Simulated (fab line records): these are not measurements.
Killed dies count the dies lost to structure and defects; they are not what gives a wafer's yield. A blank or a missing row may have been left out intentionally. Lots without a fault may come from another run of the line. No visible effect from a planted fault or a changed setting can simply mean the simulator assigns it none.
Which tool did it? | flow nandHarc | 14 lots, 42 wafers sampled, at 4 steps of a route of 1302

== WHAT EACH GAUGE READ, for each wafer ==
NHARC_A_SOURCE_PLATE_THK_MEAS_06: measures by ellipsometry.
lot  | measured     | on           | thkNm (nm)
L318 | day 7 23:39  | filmMetro-02 | 200.4 200.1 198.6
L319 | day 8 02:56  | filmMetro-02 | 198.6 199.0 197.7
L320 | day 8 11:49  | filmMetro-01 | 201.3 200.7 201.9
L321 | day 9 06:58  | filmMetro-02 | 202.2 201.7 201.6
L322 | day 9 06:58  | filmMetro-01 | 201.5 202.0 199.5
L323 | day 10 01:00 | filmMetro-01 | 202.9 200.9 202.3
L324 | day 10 09:20 | filmMetro-01 | 197.2 196.1 198.0
L325 | day 10 17:41 | filmMetro-01 | 198.4 199.7 201.4
L326 | day 11 02:32 | filmMetro-01 | 197.0 201.1 198.3
L335 | day 14 20:36 | filmMetro-01 | 196.3 194.5 199.0
L336 | day 15 04:38 | filmMetro-01 | 201.8 202.6 205.7
L339 | day 16 07:16 | filmMetro-02 | 198.9 201.3 198.9
L338 | day 16 07:16 | filmMetro-01 | 195.1 196.5 196.1
L340 | day 16 18:02 | filmMetro-01 | 201.3 205.8 205.1

NHARC_A_ONON_D1_THK_MEAS_05: measures by ellipsometry.
lot  | measured     | on           | thkNm (nm)
L318 | day 8 00:51  | filmMetro-02 | 1007 1009 1009
L319 | day 8 04:11  | filmMetro-01 | 985 987 987
L320 | day 8 13:05  | filmMetro-02 | 992 995 996
L321 | day 9 08:11  | filmMetro-01 | 999 998 999
L322 | day 9 08:11  | filmMetro-02 | 1000 998 998
L323 | day 10 02:16 | filmMetro-02 | 1000 1000 1000
L324 | day 10 10:34 | filmMetro-01 | 995 994 993
L325 | day 10 18:53 | filmMetro-01 | 982 984 983
L326 | day 11 03:45 | filmMetro-02 | 1020 1021 1020
L335 | day 14 21:48 | filmMetro-01 | 981 981 981
L336 | day 15 05:52 | filmMetro-02 | 1008 1006 1007
L339 | day 16 08:28 | filmMetro-01 | 1027 1027 1027
L338 | day 16 08:29 | filmMetro-02 | 1004 1007 1006
L340 | day 16 19:36 | filmMetro-01 | 999 996 1000

NHARC_A_ONON_D1_THK_MEAS_18: measures by ellipsometry.
lot  | measured     | on           | thkNm (nm)
L318 | day 8 12:16  | filmMetro-01 | 1003 1004 1004
L319 | day 8 12:16  | filmMetro-02 | 998 1000 998
L320 | day 8 22:34  | filmMetro-02 | 987 987 986
L321 | day 9 17:59  | filmMetro-02 | 1007 1007 1008
L322 | day 9 17:58  | filmMetro-01 | 1004 1003 1005
L323 | day 10 13:51 | filmMetro-01 | 1002 1003 1002
L324 | day 10 21:49 | filmMetro-01 | 989 989 991
L325 | day 11 04:24 | filmMetro-02 | 1000 1000 998
L326 | day 11 14:40 | filmMetro-01 | 1004 1004 1005
L335 | day 15 09:06 | filmMetro-01 | 1057 1056 1057
L336 | day 15 15:18 | filmMetro-02 | 1081 1082 1082
L339 | day 16 17:59 | filmMetro-01 | 994 996 993
L338 | day 16 18:01 | filmMetro-01 | 1006 1007 1005
L340 | day 17 05:13 | filmMetro-02 | 1005 1003 1004

== WHICH TOOL RAN EACH LOT (tool, then ch and the chambers of the sampled wafers, then the start) ==
lot  | NHARC_A_ONON_D1_DEP_16
L318 | pecvdOnon-02 ch 0, day 8 11:45
L319 | pecvdOnon-03 ch 0, day 8 11:52
L320 | pecvdOnon-03 ch 0, day 8 22:11
L321 | pecvdOnon-01 ch 0, day 9 17:31
L322 | pecvdOnon-03 ch 0, day 9 17:38
L323 | pecvdOnon-02 ch 0, day 10 13:20
L324 | pecvdOnon-02 ch 0, day 10 21:19
L325 | pecvdOnon-03 ch 0, day 11 03:53
L326 | pecvdOnon-03 ch 0, day 11 14:10
L335 | pecvdOnon-02 ch 0, day 15 08:35
L336 | pecvdOnon-02 ch 0, day 15 14:48
L339 | pecvdOnon-03 ch 0, day 16 17:28
L338 | pecvdOnon-01 ch 0, day 16 17:30
L340 | pecvdOnon-03 ch 0, day 17 04:42
- NHARC_A_ONON_D1_DEP_16: target thk 1000 nm.

== WHAT THE TOOLS THEMSELVES READ (means of the sampled wafers that have a number; where no wafer has one, the mark that the record gives instead) ==
NHARC_A_ONON_D1_DEP_16.
lot  | tool         | nh3FlowSccm (sccm)
L318 | pecvdOnon-02 | 500.1
L319 | pecvdOnon-03 | 500.4
L320 | pecvdOnon-03 | 500.0
L321 | pecvdOnon-01 | 498.9
L322 | pecvdOnon-03 | 499.2
L323 | pecvdOnon-02 | 499.4
L324 | pecvdOnon-02 | 500.5
L325 | pecvdOnon-03 | 499.3
L326 | pecvdOnon-03 | 500.6
L335 | pecvdOnon-02 | 500.7
L336 | pecvdOnon-02 | 501.7
L339 | pecvdOnon-03 | 502.1
L338 | pecvdOnon-01 | 498.5
L340 | pecvdOnon-03 | 499.1

== THE ANSWER, worked out from the rows above alone ==
Rule: the lots themselves supply what counts as usual. The widest of any qualifying gaps counts: lots, ordered by their means at a reading, are off when they make up no more than a third of the lots, leave a main group of 4 or more, and stand apart from it by 3 or more times the standard deviation of that group's means. A main group is skipped when, at the precision printed for the reading in the tables above, its means are all equal. Also off: a lot with no number at a reading for which 4 or more lots have one. Any other lot the step has rows for is counted as sound. Order of review: gauges by route order, followed by the tools' own readings, for which a lot's mean as printed above is used. At the first step where some lot is off, the reading lying furthest off is the one used; lots without a number count as furthest.
Off: L335, L336 (NHARC_A_ONON_D1_THK_MEAS_18, thkNm). For the main group the mean is 1000 nm and the standard deviation 6.3.
A tool fits if, at a process step before that reading, it ran every lot that is off, and no sound lot after the first of them. Gauges at NHARC_A_ONON_D1_THK_MEAS_18: tried the same way as those tools. One fits: NHARC_A_ONON_D1_DEP_16 on pecvdOnon-02. A fault onset in the window from L324 (day 10 21:19, its last sound lot) to L335 (day 15 08:35, its first lot off) fits.

== WHAT THE SIMULATOR HAD PUT IN ==
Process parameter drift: pecvdOnon-02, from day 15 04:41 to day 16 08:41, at NHARC_A_ONON_D1_DEP_16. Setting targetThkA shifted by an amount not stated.
Shown lots that were struck: L335, L336. The rule above reached the same finding.
